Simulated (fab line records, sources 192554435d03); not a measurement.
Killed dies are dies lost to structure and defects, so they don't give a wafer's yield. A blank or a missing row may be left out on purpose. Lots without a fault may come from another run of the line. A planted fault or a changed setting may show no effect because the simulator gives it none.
A struck lot beside a sound one | flow n5_finfet | 20 steps out of a route of 1938
Sound: wafers L118.3, L118.4, L118.5. Struck: wafers L128.2, L128.5, L128.6. The cause comes at the end.
At each step with rows: each side's tool, then ch and its chambers, then its first start. Under that, the readings that differ: sound wafers | struck wafers | difference of the means | sigmas: that difference in standard deviations of wafers without a fault.
alike: readings whose means differ by less than 2 such deviations, and words and numbers that are the same on both sides. not compared: withheld readings, readings that some wafer has no value for, bounds like >300 that may hide the same value, and numbers for which the record gives no deviation and whose values overlap.
The two part at a step that has a row with sigmas, a row that says differs or no value, or rows on one side only. Numbers that don't overlap but have no deviation are shown without sigmas and don't part them. A reading that every wafer of one side lacks parts them only if that side has two wafers or more.

first, 1 step without rows for these wafers: N5_PASSIVATION_PECVD_00 (deposits SiO2 from SiH4/N2O, target thk 200 nm, time 11.2 s).
N5_MIM_BOT_DEGAS_01: time 60 s.
  sound on pvd_sputter-03, day 13 02:47; struck on pvd_sputter-02, day 16 02:10
  alike: heater_power_w
N5_MIM_BOT_SPUTTER_00: material TiN, target thk 35 nm, time 89.7 s.
  sound on pvd_sputter-03, day 13 02:50; struck on pvd_sputter-02, day 16 02:13
  alike: throttle_valve_pct
then, 1 step without rows for these wafers: N5_MIM_TOP_ALD_00 (deposits Al2O3, purge time 3 s, co reactant pulse time 3 s).
N5_MIM_TOP_ALD_01: deposits HfO2, target thk 5.6 nm, pulse time 1 s, purge time 3 s.
  sound on ald_hk-01 ch 2,3; struck on ald_hk-01 ch 0,1,3
  alike: precursor_pulse_height_rel
N5_MIM_TOP_ALD_02: deposits Al2O3, purge time 3 s, co reactant pulse time 3 s.
  sound on ald_hk-01 ch 2,3; struck on ald_hk-01 ch 0,1,3
  alike: precursor_pulse_height_rel
N5_MIM_TOP_DEGAS_04: time 60 s.
  sound on pvd_sputter-01, day 13 05:07; struck on pvd_sputter-03, day 16 03:16
  alike: heater_power_w
then, 5 steps without rows for these wafers: N5_MIM_TOP_SPUTTER_03 (material TiN, target thk 35 nm, time 89.7 s); N5_MIM_TOP_LITHO_HMDS_01 (time 60 s); N5_MIM_TOP_LITHO_COAT_02; N5_MIM_TOP_LITHO_EBR_04; N5_MIM_TOP_LITHO_SOFTBAKE_03 (time 90 s).
N5_MIM_TOP_LITHO_EXPOSE_05: exposes mask MIM TOP, target cd 2000 nm.
  sound on krf_scanner-01 ch 0, day 13 05:23; struck on krf_scanner-02 ch 0, day 16 03:32
  reading                               | sound       | struck      | difference | sigmas
  model.MIM_TOP_LITHO.overlay_x_nm (nm) | 2.2 2.2 2.2 | 216 216 216 | +214       |
  alike: mask, exposure_dose_mJ_cm2, stage_vel_mm_s
then, 3 steps without rows for these wafers: N5_MIM_TOP_LITHO_PEB_06; N5_MIM_TOP_LITHO_DEVELOP_07 (develop time 60 s); N5_MIM_TOP_LITHO_HARDBAKE_09 (time 120 s).
N5_MIM_TOP_LITHO_CD_MEAS_08: target cd 2000 nm.
  sound on cd_sem-01 ch 0, day 13 05:33; struck on cd_sem-01 ch 0, day 16 03:43
  alike: cd_nm
N5_MIM_TOP_LITHO_OVL_MEAS_11:
  sound on overlay-01 ch 0, day 13 05:35; struck on overlay-01 ch 0, day 16 03:45
  reading          | sound  | struck      | difference | sigmas
  MIM_TOP_OVL (nm) | 10 8 8 | 221 218 217 | +210       | +39
N5_MIM_TOP_LITHO_INSPECT_12: inspects for defects (macro).
  sound on defect_inspect-01, day 13 05:36; struck on defect_inspect-02, day 16 03:46
  alike: raw_defect_count
then, 1 step without rows for these wafers: N5_PASSIVATION_PROBE_49.

WHERE THEY PART
Only at N5_MIM_TOP_LITHO_OVL_MEAS_11, within this record. Later steps at which nothing parts them and some readings are alike: N5_MIM_TOP_LITHO_INSPECT_12.

WHY: what the simulator had put in
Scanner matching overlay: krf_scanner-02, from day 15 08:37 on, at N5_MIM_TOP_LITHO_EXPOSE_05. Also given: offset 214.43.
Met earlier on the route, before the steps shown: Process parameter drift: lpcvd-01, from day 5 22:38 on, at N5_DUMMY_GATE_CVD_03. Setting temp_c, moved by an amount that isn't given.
